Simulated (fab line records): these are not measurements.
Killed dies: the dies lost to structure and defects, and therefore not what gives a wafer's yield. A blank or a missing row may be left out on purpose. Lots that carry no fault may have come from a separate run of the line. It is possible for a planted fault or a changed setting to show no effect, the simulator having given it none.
The tool behind it: which one?	flow n5 finfet	Sampling: 24 lots, 72 wafers, 5 of 1938 route steps

WHAT THE GAUGES READ, wafer by wafer
N5_FIN_SAQP_CD_MEAS_31: the cd target is 8 nm.
lot	measured	on	cd nm (nm)
L074	day 2 01:08	cd sem-03	7.80 7.70 8.43
L075	day 2 09:04	cd sem-01	8.12 7.97 8.30
L076	day 2 13:35	cd sem-01	8.62 7.99 8.07
L077	day 2 20:30	cd sem-03	8.19 8.07 8.11
L078	day 3 01:32	cd sem-02	8.05 7.91 7.97
L079	day 3 08:04	cd sem-01	8.07 7.91 7.93
L080	day 3 15:21	cd sem-02	8.06 8.32 8.51
L081	day 3 20:03	cd sem-01	8.37 8.13 7.83
L082	day 4 01:55	cd sem-03	7.81 7.94 7.98
L083	day 4 08:44	cd sem-03	8.27 8.44 8.04
L084	day 4 14:42	cd sem-03	8.04 7.94 7.81
L085	day 4 21:41	cd sem-02	7.98 8.10 8.27
L086	day 5 04:01	cd sem-03	8.27 8.23 8.22
L087	day 5 10:48	cd sem-03	8.29 8.29 7.77
L088	day 5 17:33	cd sem-02	8.02 8.44 8.07
L089	day 5 23:13	cd sem-03	7.94 7.85 8.29
L090	day 6 04:07	cd sem-03	7.96 8.40 8.38
L091	day 6 10:14	cd sem-03	8.27 7.99 8.26
L092	day 6 15:40	cd sem-01	8.05 7.90 8.37
L093	day 6 21:10	cd sem-03	8.25 8.39 8.34
L094	day 7 02:20	cd sem-03	7.87 8.30 8.20
L095	day 7 09:17	cd sem-01	7.91 8.27 7.78
L096	day 7 14:20	cd sem-01	7.95 8.10 8.39
L097	day 7 19:36	cd sem-02	8.20 7.95 7.85

N5_STI_FIN_REVEAL_CD_MEAS_22: target cd 6.238 nm, pitch 28 nm.
lot	measured	on	cd nm (nm)
L074	day 2 11:43	cd sem-02	6.53 6.50 6.43
L075	day 2 20:23	cd sem-01	6.49 6.20 6.70
L076	day 3 01:22	cd sem-02	6.41 6.20 5.93
L077	day 3 07:04	cd sem-03	6.26 6.11 6.38
L078	day 3 12:21	cd sem-03	6.25 6.39 6.11
L079	day 3 20:29	cd sem-01	6.41 6.39 6.40
L080	day 4 02:44	cd sem-02	6.42 6.18 6.41
L081	day 4 07:28	cd sem-03	6.36 6.53 6.24
L082	day 4 12:39	cd sem-03	6.26 6.05 6.39
L083	day 4 19:53	cd sem-01	6.30 6.67 6.50
L084	day 5 02:16	cd sem-02	6.22 5.97 6.08
L085	day 5 09:14	cd sem-01	6.05 6.33 6.06
L086	day 5 14:44	cd sem-02	6.52 6.54 6.46
L087	day 5 23:14	cd sem-01	6.10 6.33 6.22
L088	day 6 04:29	cd sem-03	6.42 6.21 6.18
L089	day 6 10:38	cd sem-02	6.31 6.25 5.99
L090	day 6 15:25	cd sem-03	6.34 6.62 6.46
L091	day 6 21:20	cd sem-02	6.48 6.55 6.07
L092	day 7 02:14	cd sem-02	6.26 6.09 6.20
L093	day 7 08:05	cd sem-02	6.07 6.30 6.34
L094	day 7 13:23	cd sem-02	6.67 5.98 6.05
L095	day 7 20:01	cd sem-03	6.35 6.06 6.87
L096	day 8 01:23	cd sem-03	6.18 6.20 5.98
L097	day 8 06:37	cd sem-01	6.42 5.85 5.98

EACH LOT AND THE TOOL THAT RAN IT (in order: tool; ch and the chambers of the sampled wafers; start)
lot	N5_FIN_SAQP_HM_OPEN_33	N5_FIN_CUT_ETCH_30	N5_STI_FIN_REVEAL_CMP_04
L074	rie diel-04 ch 0,1,3, day 2 01:10	rie diel-02 ch 1,2, day 2 02:10	cmp-01 ch 2,3, day 2 08:10
L075	rie diel-04 ch 0,2, day 2 09:10	rie diel-02 ch 0,1,2, day 2 10:17	cmp-02 ch 0,2, day 2 16:56
L076	rie diel-05 ch 0,2,3, day 2 13:38	rie diel-06 ch 1,2,3, day 2 14:56	cmp-03 ch 0,3, day 2 21:53
L077	rie diel-05 ch 0,1,3, day 2 20:33	rie diel-06 ch 0,2,3, day 2 21:35	cmp-02 ch 1,2, day 3 03:38
L078	rie diel-05 ch 0,3, day 3 01:35	rie diel-06 ch 1,2, day 3 02:35	cmp-03 ch 1,2,3, day 3 08:36
L079	rie diel-04 ch 0,1,2, day 3 08:07	rie diel-03 ch 0,1, day 3 09:07	cmp-02 ch 0,1,2, day 3 15:15
L080	rie diel-01 ch 1,2, day 3 15:27	rie diel-03 ch 0,2, day 3 17:07	cmp-03 ch 0,1, day 3 23:15
L081	rie diel-01 ch 0,2,3, day 3 20:05	rie diel-02 ch 0,1,3, day 3 21:16	cmp-03 ch 1,2,3, day 4 03:58
L082	rie diel-04 ch 0,2, day 4 01:58	rie diel-03 ch 0,1, day 4 03:05	cmp-01 ch 0,1,2, day 4 09:06
L083	rie diel-05 ch 0,2,3, day 4 08:47	rie diel-06 ch 2,3, day 4 09:56	cmp-01 ch 1,3, day 4 15:59
L084	rie diel-01 ch 0,3, day 4 15:11	rie diel-06 ch 2,3, day 4 16:20	cmp-03 ch 0,2,3, day 4 22:45
L085	rie diel-04 ch 0,1, day 4 21:44	rie diel-03 ch 2,3, day 4 23:45	cmp-01 ch 1,2,3, day 5 05:46
L086	rie diel-04 ch 0,1, day 5 04:03	rie diel-06 ch 0,2,3, day 5 05:04	cmp-01 ch 0,1,3, day 5 11:09
L087	rie diel-04 ch 1,2, day 5 10:54	rie diel-02 ch 0,1, day 5 11:55	cmp-01 ch 0,2,3, day 5 19:44
L088	rie diel-04 ch 0,3, day 5 17:38	rie diel-06 ch 0,3, day 5 18:59	cmp-03 ch 1,3, day 6 00:59
L089	rie diel-01 ch 1,2,3, day 5 23:26	rie diel-03 ch 1,2,3, day 6 00:34	cmp-01 ch 0,1,3, day 6 07:11
L090	rie diel-04 ch 0,1,2, day 6 04:09	rie diel-06 ch 0,2,3, day 6 05:56	cmp-03 ch 0,2,3, day 6 11:58
L091	rie diel-01 ch 1,2, day 6 10:17	rie diel-06 ch 1,2,3, day 6 11:20	cmp-02 ch 1,3, day 6 17:44
L092	rie diel-01 ch 2,3, day 6 15:43	rie diel-06 ch 0,1,2, day 6 16:43	cmp-01 ch 0,1,2, day 6 22:48
L093	rie diel-01 ch 2,3, day 6 21:12	rie diel-03 ch 0,1, day 6 22:33	cmp-02 ch 1,2,3, day 7 04:40
L094	rie diel-04 ch 0,1,3, day 7 02:28	rie diel-06 ch 0,2,3, day 7 03:28	cmp-03 ch 0,1,2, day 7 09:38
L095	rie diel-05 ch 0,1, day 7 09:20	rie diel-06 ch 0,2,3, day 7 10:20	cmp-02 ch 1,2,3, day 7 16:31
L096	rie diel-04 ch 0,2, day 7 14:30	rie diel-03 ch 0,1,2, day 7 15:41	cmp-02 ch 0,3, day 7 21:53
L097	rie diel-05 ch 1,2,3, day 7 19:46	rie diel-03 ch 1,2, day 7 20:54	cmp-03 ch 0,1,2, day 8 03:08
- N5_FIN_SAQP_HM_OPEN_33: chemistry CH3F/O2, target SiNx, target depth 49.4 nm, time 70.6 s.
- N5_FIN_CUT_ETCH_30: etches underlayer in N2/H2, target depth 13 nm, time 10.4 s.
- N5_STI_FIN_REVEAL_CMP_04: polishes, stops on Si3N4, t overpolish 4 s, target thk 131.83 nm.

WHAT THE TOOLS THEMSELVES READ (means of the sampled wafers that have a number; where no wafer has one, the mark that the record gives instead)
N5_FIN_SAQP_HM_OPEN_33.
lot	tool	drypump motor current A (A)	etch rf on time s (s)	oes product au (a.u.)	rf vpp V (V)	showerhead plenum p Torr (Torr)	throttle valve pct (%)
L074	rie diel-04	6.0	68.2	0.68	297.7	2.01	16.21
L075	rie diel-04	6.0	70.2	0.62	294.7	2.02	16.10
L076	rie diel-05	5.9	69.9	0.73	298.2	2.03	16.23
L077	rie diel-05	5.8	69.6	0.69	299.8	2.05	16.29
L078	rie diel-05	5.6	69.4	0.75	298.0	2.01	16.18
L079	rie diel-04	6.0	69.7	0.65	296.3	2.00	16.23
L080	rie diel-01	6.6	69.8	0.73	299.8	2.03	16.48
L081	rie diel-01	5.7	69.6	0.68	297.1	1.98	16.42
L082	rie diel-04	6.3	69.9	0.61	296.3	1.95	16.12
L083	rie diel-05	5.9	70.1	0.71	298.4	2.03	16.27
L084	rie diel-01	5.2	68.2	0.68	295.8	1.95	16.46
L085	rie diel-04	6.3	69.9	0.64	297.4	1.94	16.25
L086	rie diel-04	6.0	69.5	0.67	297.2	1.97	16.38
L087	rie diel-04	5.7	68.1	0.67	296.4	2.03	16.39
L088	rie diel-04	6.0	69.5	0.62	298.0	2.03	16.16
L089	rie diel-01	6.1	68.6	0.67	298.3	1.98	16.45
L090	rie diel-04	6.0	69.0	0.63	297.3	1.99	16.28
L091	rie diel-01	6.6	69.3	0.67	298.7	2.01	16.43
L092	rie diel-01	6.1	70.9	0.61	297.4	1.96	16.38
L093	rie diel-01	5.6	70.0	0.61	295.4	1.93	16.41
L094	rie diel-04	6.0	70.0	0.63	297.8	1.99	16.30
L095	rie diel-05	5.8	70.6	0.67	299.7	1.98	16.27
L096	rie diel-04	6.0	69.0	0.58	294.2	2.00	16.20
L097	rie diel-05	6.1	70.1	0.63	300.1	2.06	16.44

N5_FIN_CUT_ETCH_30.
lot	tool	drypump motor current A (A)	etch rf on time s (s)	n2 flow sccm (sccm)	oes product au (a.u.)	rf vpp V (V)	showerhead plenum p Torr (Torr)	throttle valve pct (%)
L074	rie diel-02	6.2	10.40	200.5	0.67	523.9	2.52	17.92
L075	rie diel-02	6.1	10.35	199.4	0.71	525.9	2.60	17.67
L076	rie diel-06	5.7	10.41	200.2	0.65	527.1	2.63	17.83
L077	rie diel-06	5.7	10.61	200.9	0.65	525.7	2.61	17.89
L078	rie diel-06	5.5	10.51	200.2	0.57	525.7	2.60	17.99
L079	rie diel-03	6.4	10.47	199.8	0.61	523.7	2.56	18.11
L080	rie diel-03	6.2	10.57	199.8	0.61	522.9	2.50	18.08
L081	rie diel-02	6.0	10.43	199.7	0.67	526.0	2.59	17.63
L082	rie diel-03	6.4	10.45	199.8	0.61	524.3	2.56	18.14
L083	rie diel-06	5.4	10.31	200.1	0.80	526.2	2.63	17.67
L084	rie diel-06	5.5	10.51	200.0	0.79	526.5	2.62	17.67
L085	rie diel-03	5.4	10.72	200.2	0.61	522.9	2.50	18.11
L086	rie diel-06	5.7	10.53	200.4	0.71	525.9	2.60	17.77
L087	rie diel-02	6.2	10.28	199.5	0.69	527.7	2.67	17.46
L088	rie diel-06	5.9	10.56	200.3	0.63	525.1	2.57	17.88
L089	rie diel-03	5.5	10.62	200.9	0.63	524.5	2.54	18.14
L090	rie diel-06	5.7	10.55	199.9	0.69	525.3	2.60	17.80
L091	rie diel-06	5.7	10.29	200.1	0.78	526.0	2.62	17.61
L092	rie diel-06	5.8	10.28	200.3	0.73	524.9	2.56	17.72
L093	rie diel-03	6.4	10.42	200.0	0.74	523.8	2.55	17.88
L094	rie diel-06	5.7	10.44	199.7	0.69	525.6	2.59	17.81
L095	rie diel-06	5.7	10.57	200.3	0.68	525.9	2.59	17.81
L096	rie diel-03	5.9	10.46	199.5	0.69	524.2	2.54	18.01
L097	rie diel-03	5.5	10.66	200.6	0.64	522.4	2.52	18.12

N5_STI_FIN_REVEAL_CMP_04.
lot	tool	motor current A (A)	overpolish run s (s)	platen rpm (rpm)	time to endpoint s (s)
L074	cmp-01	8.2	4.001	54.15	106
L075	cmp-02	7.9	3.989	54.20	105
L076	cmp-03	8.3	3.989	54.23	97
L077	cmp-02	8.0	3.999	54.18	102
L078	cmp-03	8.4	4.003	54.14	97
L079	cmp-02	8.1	4.003	54.18	101
L080	cmp-03	8.1	4.000	54.19	102
L081	cmp-03	8.1	4.000	54.15	101
L082	cmp-01	9.4	4.005	54.21	104
L083	cmp-01	8.6	4.000	54.20	107
L084	cmp-03	8.3	4.000	54.18	99
L085	cmp-01	8.9	4.004	54.17	104
L086	cmp-01	8.9	3.995	54.20	109
L087	cmp-01	8.2	4.000	54.19	109
L088	cmp-03	8.8	3.994	54.16	95
L089	cmp-01	9.0	3.999	54.18	110
L090	cmp-03	8.5	3.996	54.19	97
L091	cmp-02	8.3	4.000	54.18	103
L092	cmp-01	9.5	4.003	54.19	107
L093	cmp-02	7.7	4.001	54.17	103
L094	cmp-03	8.1	4.005	54.17	100
L095	cmp-02	8.0	4.006	54.16	106
L096	cmp-02	8.4	3.990	54.13	109
L097	cmp-03	8.1	4.005	54.21	100

THE ANSWER, worked out from the rows above alone
Rule: the lots themselves supply what counts as usual. Put in order of their means at a reading, lots are off if they are a third of the lots or fewer, leave a main group of 4 or more, and stand apart from it by a gap of 3 or more times the standard deviation of the main group's means; of several such gaps the widest counts. A main group is skipped when, at the precision printed for the reading in the tables above, its means are all equal. A lot without any number at a reading at which 4 lots or more have one is off too. The other lots that the step has rows for count as sound. The gauges are gone through in route order, then the tools' own readings, and for those a lot's mean is taken as printed above. The first step at which some lot is off is used, and at that step the reading that is off furthest; a lot without a number counts as furthest.
Nothing can be told from this: no lot is off at any reading shown.

WHAT THE SIMULATOR PUT IN
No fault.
